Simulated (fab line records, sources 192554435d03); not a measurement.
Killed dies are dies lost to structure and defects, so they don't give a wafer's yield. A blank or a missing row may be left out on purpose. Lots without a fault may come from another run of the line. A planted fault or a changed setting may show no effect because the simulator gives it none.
Split-lot experiment | flow n5_finfet | 7 lots, 39 wafers read, on a route of 1938 steps

THE SPLIT
At N5_FIN_SAQP_HM_DEP_72 (deposits SiO2 from SiH4/N2O, target thk 12 nm, time 7.2 s), the setting target_thk_a was moved away from the recipe's 120 angstrom on 12 of the 39 wafers read, by -10.1% to +8.1%. The other wafers ran this setting at the recipe's value.

FROM THE SPLIT TO THE READING: what the file shows between them, 4 steps
- N5_FIN_SAQP_COAT_49: time 60 s, resist thk 100 nm
- N5_FIN_SAQP_COAT_50: time 60 s, resist thk 35 nm
- N5_FIN_SAQP_ETCH_52: etches SOC in N2/H2, target depth 100 nm, overetch 20 nm, time 150 s
- N5_FIN_SAQP_STRIP_53: strips in N2/H2

THE READING
etch.depth_nm (the simulator's own value, which no gauge read), in nm, at N5_FIN_SAQP_HM_OPEN_73 (chemistry CHF3/O2, target SiO2, stops on a-Si, target depth 12 nm, time 16.8 s). The file gives no usual value for it. The 27 wafers here that ran the recipe average 12.05 nm, standard deviation 0.22 nm.

wafer  | tool, chamber at the split | target_thk_a as run, angstrom | against the recipe | etch.depth_nm, nm | against lot-mates on the recipe
L078.1 | pecvd-03, 0                | 120                           | recipe             | 12.03             | -
L078.2 | pecvd-03, 1                | 110.6                         | -7.8%              | 10.94             | -1.24
L078.3 | pecvd-03, 0                | 120                           | recipe             | 12.38             | -
L078.4 | pecvd-03, 1                | 110.6                         | -7.8%              | 11.07             | -1.11
L078.5 | pecvd-03, 0                | 120                           | recipe             | 12.13             | -
L078.6 | pecvd-03, 1                | 110.6                         | -7.8%              | 11.33             | -0.85
L081.1 | pecvd-02, 2                | 120                           | recipe             | 11.77             | -
L081.2 | pecvd-02, 1                | 120                           | recipe             | 12.01             | -
L081.3 | pecvd-02, 0                | 120                           | recipe             | 11.89             | -
L081.4 | pecvd-02, 0                | 120                           | recipe             | 12.18             | -
L081.5 | pecvd-02, 2                | 120                           | recipe             | 12.06             | -
L081.6 | pecvd-02, 1                | 120                           | recipe             | 12.27             | -
L082.1 | pecvd-02, 0                | 129.7                         | +8.1%              | 13.08             | +0.84
L082.2 | pecvd-02, 1                | 129.7                         | +8.1%              | 13                | +0.76
L082.3 | pecvd-02, 2                | 120                           | recipe             | 12.06             | -
L082.4 | pecvd-02, 1                | 120                           | recipe             | 12.37             | -
L082.5 | pecvd-02, 2                | 129.7                         | +8.1%              | 13.29             | +1.05
L082.6 | pecvd-02, 0                | 120                           | recipe             | 12.28             | -
L083.1 | pecvd-03, 2                | 120                           | recipe             | 11.76             | -
L083.2 | pecvd-03, 1                | 120                           | recipe             | 11.75             | -
L083.3 | pecvd-03, 0                | 120                           | recipe             | 11.93             | -
L083.4 | pecvd-03, 2                | 120                           | recipe             | 12                | -
L083.5 | pecvd-03, 0                | 120                           | recipe             | 12.4              | -
L083.6 | pecvd-03, 1                | 120                           | recipe             | 11.9              | -
L087.1 | pecvd-04, 0                | 120                           | recipe             | 11.91             | -
L087.5 | pecvd-04, 0                | 120                           | recipe             | 12.51             | -
L087.6 | pecvd-04, 2                | 120                           | recipe             | 12.16             | -
L089.1 | pecvd-04, 1                | 109                           | -9.2%              | 10.64             | -1.14
L089.2 | pecvd-04, 0                | 109                           | -9.2%              | 10.95             | -0.83
L089.3 | pecvd-04, 2                | 120                           | recipe             | 11.63             | -
L089.4 | pecvd-04, 1                | 120                           | recipe             | 11.73             | -
L089.5 | pecvd-04, 2                | 120                           | recipe             | 11.99             | -
L089.6 | pecvd-04, 0                | 109                           | -9.2%              | 11.15             | -0.63
L096.1 | pecvd-03, 0                | 107.9                         | -10.1%             | 10.8              | -1.32
L096.2 | pecvd-03, 2                | 107.9                         | -10.1%             | 10.9              | -1.22
L096.3 | pecvd-03, 1                | 107.9                         | -10.1%             | 10.79             | -1.33
L096.4 | pecvd-03, 1                | 120                           | recipe             | 12.15             | -
L096.5 | pecvd-03, 2                | 120                           | recipe             | 12.13             | -
L096.6 | pecvd-03, 0                | 120                           | recipe             | 12.08             | -

THE FIT
A straight line over all 39 wafers: etch.depth_nm changes by +0.125 nm for each +1% of target_thk_a; r = +0.94; the points scatter about the line by 0.21 nm.
The same after taking each lot's own level away (the mean of its wafers on the recipe; 39 wafers): +0.116 nm for each +1%; r = +0.95; scatter 0.19 nm.
On that fit, the largest move of target_thk_a shifts the reading by 1.2 nm.
The lots' own levels span 11.783 to 12.237 nm, that is 2.0 times the standard deviation above.
So the lot-to-lot level changes the slope little: the two slopes agree.
Check: with one of the wafers moved furthest among these (-10.1%) left out of the fit, the line predicts -1.16 nm for it against its lot-mates. It came out at -1.32 nm against them.

OTHER SPLITS ON THESE WAFERS
These wafers also went through other splits before the reading. Each is held against what the fit with the lots' levels taken away leaves over:
other split on the same wafers    | wafers away from the commonest value | r with etch.depth_nm (lot level and that fit taken away)
N5_WELL_APT_IMPLANT_32 energy_kev | 12                                   | +0.19

THE WHOLE CHAIN: every reading that the file lists as answering this split, in the file's order
step                   | what it does                                                                   | reading                                                                            | change (the file's fit)               | r (the file's)
N5_FIN_SAQP_HM_DEP_72  | deposits SiO2 from SiH4/N2O, target thk 12 nm, time 7.2 s                      | SiO2_of_FIN_SAQP_HM_DEP_72.thk_nm (the simulator's own value, which no gauge read) | +0.117 nm for each +1% of the setting | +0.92
N5_FIN_SAQP_HM_OPEN_73 | chemistry CHF3/O2, target SiO2, stops on a-Si, target depth 12 nm, time 16.8 s | etch.depth_nm (the simulator's own value, which no gauge read)                     | +0.117 nm for each +1% of the setting | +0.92

THE FILE'S OWN FIT
etch.depth_nm changes by +0.117 nm for each +1% of target_thk_a, r = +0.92.
